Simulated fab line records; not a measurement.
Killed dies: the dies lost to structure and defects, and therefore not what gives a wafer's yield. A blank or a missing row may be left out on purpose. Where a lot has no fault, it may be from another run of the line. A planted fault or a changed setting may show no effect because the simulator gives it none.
2 desks looking at one fault	flow nand-harc	what lay behind the numbers comes last; until then each desk has only its own

AT THE METROLOGY DESK
Lot by lot, what the gauges showed, no matter which tool ran the lot: averages of those sampled wafers that carry a number. Any lot whose mean is over 4 standard deviations away from the usual mean is out of limits and marked OUT; that distance is given in the brackets.
Columns: A = thk-nm at NHARC_A_ONON_D1_THK_MEAS_24, usual 1000 nm
lot	first seen here	A
L525	day 8 19:52	1014
L526	day 8 19:53	1027
L528	day 9 23:13	1002
L531	day 11 06:04	1000
L534	day 12 15:07	1106 (+8.9) OUT
L539	day 14 12:04	981
L541	day 15 18:30	998
L542	day 15 18:30	994
L543	day 16 11:40	999
L544	day 16 11:40	990
L545	day 17 03:09	1002
L546	day 17 10:12	994
L547	day 18 02:05	1003
Finding of this desk: L534 out of limits; the first was L534 at day 12 15:07, on thk-nm at NHARC_A_ONON_D1_THK_MEAS_24. Within limits: L525, L526, L528, L531, L539, L541, L542, L543, L544, L545, L546, L547.

THE DEFECT DESK
For each lot, the counts of the inspections along the route, averaged over the sampled wafers that have a number. Any lot whose mean is over 4 standard deviations away from the usual mean is out of limits and marked OUT; that distance is given in the brackets.
Columns: A = raw-defect-count at NHARC_A_CHANNEL_HOLE_D1_INSPECT_12, usual 6
lot	first seen here	A
L526	day 9 06:58	5
L525	day 9 07:13	6
L528	day 10 03:44	6
L531	day 11 17:31	5
L534	day 12 19:37	6
L539	day 14 18:25	8
L541	day 15 23:05	9
L542	day 15 23:34	4
L544	day 16 17:51	4
L543	day 16 18:43	9
L545	day 17 07:47	7
L546	day 17 15:53	3
L547	day 18 06:28	6
This desk's finding: nothing out of limits on any of the 13 lots.

PUT TOGETHER
The metrology desk could have raised an alarm at day 12 15:07, on L534.
Nothing the defect desk looked at was out of limits.
The defect desk has L534 on record, within its limits.
On pecvd-onon-02, each named lot ran NHARC_A_ONON_D1_DEP_22.

WHAT THE SIMULATOR PUT IN
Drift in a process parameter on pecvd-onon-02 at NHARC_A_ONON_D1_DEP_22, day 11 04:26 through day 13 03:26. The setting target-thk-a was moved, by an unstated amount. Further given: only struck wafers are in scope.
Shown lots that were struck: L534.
Time in hours between the start of the fault and the first out-of-limits reading at each desk: metrology desk, 35.
